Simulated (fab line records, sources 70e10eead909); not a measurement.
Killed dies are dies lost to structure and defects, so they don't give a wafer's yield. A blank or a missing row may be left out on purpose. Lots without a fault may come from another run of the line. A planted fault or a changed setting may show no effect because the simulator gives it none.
Which tool did it? | flow nand_harc | 11 lots, 33 wafers sampled, at 5 steps of a route of 1302

WHAT THE GAUGES READ, wafer by wafer
NHARC_END_SORT_01.
lot  | measured     | on        | defect_limited_yield (%) | killed_at_array | killed_at_other | killed_at_periphery | killed_dies | killed_open | killed_short | sort_bin_2_pct (%) | sort_bin_3_pct (%) | sort_bin_4_pct (%) | sort_n_pass | sort_rim_yield_pct (%) | sort_yield_pct (%)
L542 | day 25 09:48 | prober-01 | 93.5 93.9 93.5           | 44 38 43        | 0 0 0           | 0 3 1               | 44 41 44    | 3 4 2       | 2 2 5        | 2.7 2.4 3.0        | 0.4 0.1 0.1        | 3.4 3.5 3.4        | 633 636 633 | 98 88 97               | 93.5 93.9 93.5
L543 | day 25 23:14 | prober-02 | 86.9 88.3 88.9           | 85 75 71        | 3 2 2           | 1 2 2               | 89 79 75    | 3 3 2       | 2 3 5        | 4.1 3.7 3.5        | 1.0 1.0 0.6        | 8.0 6.9 6.9        | 588 598 602 | 92 99 93               | 86.9 88.3 88.9
L545 | day 26 19:26 | prober-02 | 90.4 91.4 93.1           | 60 55 44        | 1 0 1           | 4 3 2               | 65 58 47    | 6 4 4       | 4 3 1        | 3.4 3.4 2.1        | 0.4 0.4 0.6        | 5.8 4.7 4.3        | 612 619 630 | 92 91 91               | 90.4 91.4 93.1
L546 | day 27 08:23 | prober-02 | 94.4 93.4 92.9           | 35 40 44        | 0 0 0           | 3 5 4               | 38 45 48    | 2 2 0       | 2 1 4        | 2.1 2.4 1.8        | 0.1 0 0.7          | 3.4 4.3 4.6        | 639 632 629 | 89 92 96               | 94.4 93.4 92.9
L547 | day 27 13:50 | prober-01 | 88.9 89.4 89.1           | 75 70 72        | 0 0 1           | 0 2 1               | 75 72 74    | 3 5 1       | 3 3 2        | 4.1 3.8 3.2        | 1.5 0.9 0.6        | 5.5 5.9 7.1        | 602 605 603 | 81 79 99               | 88.9 89.4 89.1
L550 | day 28 17:55 | prober-02 | 90.8 88.0 91.3           | 57 72 54        | 5 2 0           | 0 7 5               | 62 81 59    | 3 3 6       | 2 6 3        | 3.2 4.0 2.5        | 0.3 0.6 0.7        | 5.6 7.4 5.5        | 615 596 618 | 92 94 89               | 90.8 88.0 91.3
L558 | day 32 21:12 | prober-01 | 82.3 86.1 84.0           | 38 36 34        | 80 57 72        | 2 1 2               | 120 94 108  | 3 0 1       | 0 7 1        | 8.6 5.6 5.3        | 2.4 3.2 2.8        | 6.8 5.0 7.8        | 557 583 569 | 88 84 92               | 82.3 86.1 84.0
L559 | day 32 22:49 | prober-02 | 83.2 84.2 80.2           | 41 46 52        | 73 58 81        | 0 3 1               | 114 107 134 | 5 3 5       | 3 2 0        | 7.5 5.5 8.4        | 2.5 3.4 4.0        | 6.8 6.9 7.4        | 563 570 543 | 85 83 91               | 83.2 84.2 80.2
L560 | day 33 14:22 | prober-02 | 93.8 95.3 94.7           | 38 30 31        | 0 0 1           | 4 2 4               | 42 32 36    | 4 3 5       | 3 3 3        | 1.5 2.1 1.9        | 0 0.3 0.4          | 4.7 2.4 3.0        | 635 645 641 | 92 89 94               | 93.8 95.3 94.7
L561 | day 34 02:25 | prober-01 | 90.5 90.8 90.0           | 62 58 64        | 0 1 0           | 2 3 4               | 64 62 68    | 4 3 2       | 5 1 1        | 3.5 3.8 2.8        | 0.9 0.9 1.0        | 5.0 4.4 6.2        | 613 615 609 | 91 92 95               | 90.5 90.8 90.0
L562 | day 34 11:21 | prober-02 | 92.5 93.9 91.7           | 43 40 49        | 0 0 0           | 8 1 7               | 51 41 56    | 2 3 4       | 1 2 3        | 1.6 1.6 3.4        | 0.7 0.3 0.4        | 5.2 4.1 4.4        | 626 636 621 | 92 88 85               | 92.5 93.9 91.7

WHICH TOOL RAN EACH LOT (tool, then ch and the chambers of the sampled wafers, then the start)
lot  | NHARC_THIN_TSV_ETCH_15           | NHARC_THIN_TSV_STRIP_45              | NHARC_THIN_TSV_DEGAS_49      | NHARC_THIN_TSV_DESCUM_35
L542 | rie_si-02 ch 1,2,3, day 24 18:59 | plasma_asher-02 ch 0,1, day 24 19:12 | pvd_sputter-01, day 24 20:55 | rie_diel-09 ch 0,2,3, day 25 00:14
L543 | rie_si-04 ch 0,2,3, day 25 05:58 | plasma_asher-02 ch 1, day 25 06:10   | pvd_sputter-02, day 25 07:59 | rie_diel-08 ch 0,1,3, day 25 11:16
L545 | rie_si-01 ch 0,1,3, day 26 06:19 | plasma_asher-01 ch 0,1, day 26 06:32 | pvd_sputter-01, day 26 08:15 | rie_diel-08 ch 0,2,3, day 26 11:32
L546 | rie_si-04 ch 0,1, day 26 16:12   | plasma_asher-02 ch 1, day 26 16:28   | pvd_sputter-03, day 26 18:17 | rie_diel-09 ch 0,1,2, day 26 21:27
L547 | rie_si-02 ch 0,2,3, day 26 22:44 | plasma_asher-02 ch 0,1, day 26 22:58 | pvd_sputter-02, day 27 00:41 | rie_diel-08 ch 0,1,2, day 27 04:08
L550 | rie_si-02 ch 0,2,3, day 28 01:43 | plasma_asher-01 ch 0,1, day 28 01:59 | pvd_sputter-02, day 28 03:40 | rie_diel-08 ch 0,1,2, day 28 06:59
L558 | rie_si-04 ch 0,2,3, day 32 03:21 | plasma_asher-02 ch 0,1, day 32 03:34 | pvd_sputter-02, day 32 05:17 | rie_diel-08 ch 0,2,3, day 32 08:46
L559 | rie_si-04 ch 0,2,3, day 32 04:42 | plasma_asher-02 ch 0,1, day 32 05:00 | pvd_sputter-03, day 32 06:39 | rie_diel-03 ch 1,2,3, day 32 10:02
L560 | rie_si-02 ch 0,1,3, day 32 21:43 | plasma_asher-01 ch 0,1, day 32 21:54 | pvd_sputter-03, day 32 23:38 | rie_diel-08 ch 0,1,2, day 33 02:57
L561 | rie_si-01 ch 0,1,2, day 33 07:20 | plasma_asher-01 ch 0,1, day 33 07:39 | pvd_sputter-02, day 33 09:49 | rie_diel-08 ch 2,3, day 33 12:58
L562 | rie_si-02 ch 0,1, day 33 20:10   | plasma_asher-01 ch 0,1, day 33 20:26 | pvd_sputter-01, day 33 22:07 | rie_diel-09 ch 0,2, day 34 01:19
- NHARC_THIN_TSV_ETCH_15: target depth 3000 nm, bosch target overetch cycles 2, bosch etch step 2.8 s.
- NHARC_THIN_TSV_STRIP_45: strips in O2.
- NHARC_THIN_TSV_DEGAS_49: time 120 s.
- NHARC_THIN_TSV_DESCUM_35: chemistry O2, time 3 s.

WHAT THE TOOLS THEMSELVES READ (means of the sampled wafers that have a number; where no wafer has one, the mark that the record gives instead)
NHARC_THIN_TSV_ETCH_15.
lot  | tool      | drypump_motor_current_A (A) | he_backside_leak_sccm (sccm)
L542 | rie_si-02 | 5.6                         | 2.84
L543 | rie_si-04 | 5.4                         | 2.56
L545 | rie_si-01 | 5.6                         | 2.59
L546 | rie_si-04 | 5.8                         | 2.69
L547 | rie_si-02 | 6.0                         | 2.74
L550 | rie_si-02 | 6.0                         | 2.69
L558 | rie_si-04 | 5.4                         | 2.46
L559 | rie_si-04 | 5.4                         | 2.54
L560 | rie_si-02 | 6.1                         | 2.84
L561 | rie_si-01 | 5.7                         | 2.74
L562 | rie_si-02 | 6.2                         | 2.61

NHARC_THIN_TSV_STRIP_45.
lot  | tool            | drypump_motor_current_A (A) | heater_power_w (W)
L542 | plasma_asher-02 | 5.8                         | 354
L543 | plasma_asher-02 | 6.1                         | 328
L545 | plasma_asher-01 | 5.4                         | 295
L546 | plasma_asher-02 | 6.0                         | 319
L547 | plasma_asher-02 | 5.5                         | 379
L550 | plasma_asher-01 | 5.5                         | 304
L558 | plasma_asher-02 | 5.8                         | 351
L559 | plasma_asher-02 | 5.7                         | 349
L560 | plasma_asher-01 | 5.3                         | 297
L561 | plasma_asher-01 | 5.5                         | 294
L562 | plasma_asher-01 | 5.3                         | 290

NHARC_THIN_TSV_DEGAS_49.
lot  | tool           | heater_power_w (W) | susceptor_temp_C (C)
L542 | pvd_sputter-01 | 490                | 299.88
L543 | pvd_sputter-02 | 471                | 300.16
L545 | pvd_sputter-01 | 471                | 300.13
L546 | pvd_sputter-03 | 438                | 300.08
L547 | pvd_sputter-02 | 495                | 300.02
L550 | pvd_sputter-02 | 481                | 299.79
L558 | pvd_sputter-02 | 468                | 299.93
L559 | pvd_sputter-03 | 451                | 300.10
L560 | pvd_sputter-03 | 439                | 299.88
L561 | pvd_sputter-02 | 488                | 300.06
L562 | pvd_sputter-01 | 505                | 300.01

NHARC_THIN_TSV_DESCUM_35.
lot  | tool        | chamber_pressure_mTorr (mTorr) | drypump_motor_current_A (A) | oes_product_au (a.u.) | rf_vpp_V (V) | showerhead_plenum_p_Torr (Torr) | throttle_valve_pct (%)
L542 | rie_diel-09 | 59.98                          | 5.6                         | 0.993                 | 57.6         | 1.86                            | 11.314
L543 | rie_diel-08 | 60.01                          | 6.3                         | 0.998                 | 57.0         | 1.88                            | 11.312
L545 | rie_diel-08 | 60.07                          | 5.8                         | 0.994                 | 56.7         | 1.90                            | 11.313
L546 | rie_diel-09 | 59.99                          | 5.7                         | 0.998                 | 57.8         | 1.85                            | 11.318
L547 | rie_diel-08 | 59.99                          | 6.2                         | 0.998                 | 57.9         | 1.83                            | 11.304
L550 | rie_diel-08 | 60.03                          | 6.2                         | 1.002                 | 58.3         | 1.83                            | 11.313
L558 | rie_diel-08 | 59.98                          | 5.8                         | 0.994                 | 58.5         | 1.90                            | 11.307
L559 | rie_diel-03 | 59.98                          | 5.6                         | 1.000                 | 57.8         | 1.91                            | 11.309
L560 | rie_diel-08 | 60.08                          | 6.2                         | 1.008                 | 57.6         | 1.83                            | 11.308
L561 | rie_diel-08 | 60.04                          | 5.6                         | 0.999                 | 57.5         | 1.92                            | 11.320
L562 | rie_diel-09 | 60.01                          | 5.7                         | 0.997                 | 58.0         | 1.80                            | 11.303

THE ANSWER, worked out from the rows above alone
Rule: what is usual is taken from the lots themselves. Put in order of their means at a reading, lots are off if they are a third of the lots or fewer, leave a main group of 4 or more, and stand apart from it by a gap of 3 or more times the standard deviation of the main group's means; of several such gaps the widest counts. A main group whose means are all the same, to the digits that the tables above print for the reading, isn't used. A lot without any number at a reading at which 4 lots or more have one is off too. The other lots that the step has rows for count as sound. The gauges are gone through in route order, then the tools' own readings, and for those a lot's mean is taken as printed above. The first step at which some lot is off is used, and at that step the reading that is off furthest; a lot without a number counts as furthest.
Off: L558, L559, at NHARC_END_SORT_01 (killed_at_other). The main group: mean 0.7, standard deviation 0.9.
A tool fits if, at a process step before that reading, it ran every lot that is off, and no sound lot after the first of them. The gauges at NHARC_END_SORT_01 are tried like those tools. Can't be told from this: 2 tools fit, rie_si-04 at NHARC_THIN_TSV_ETCH_15, plasma_asher-02 at NHARC_THIN_TSV_STRIP_45.

WHAT THE SIMULATOR HAD PUT IN
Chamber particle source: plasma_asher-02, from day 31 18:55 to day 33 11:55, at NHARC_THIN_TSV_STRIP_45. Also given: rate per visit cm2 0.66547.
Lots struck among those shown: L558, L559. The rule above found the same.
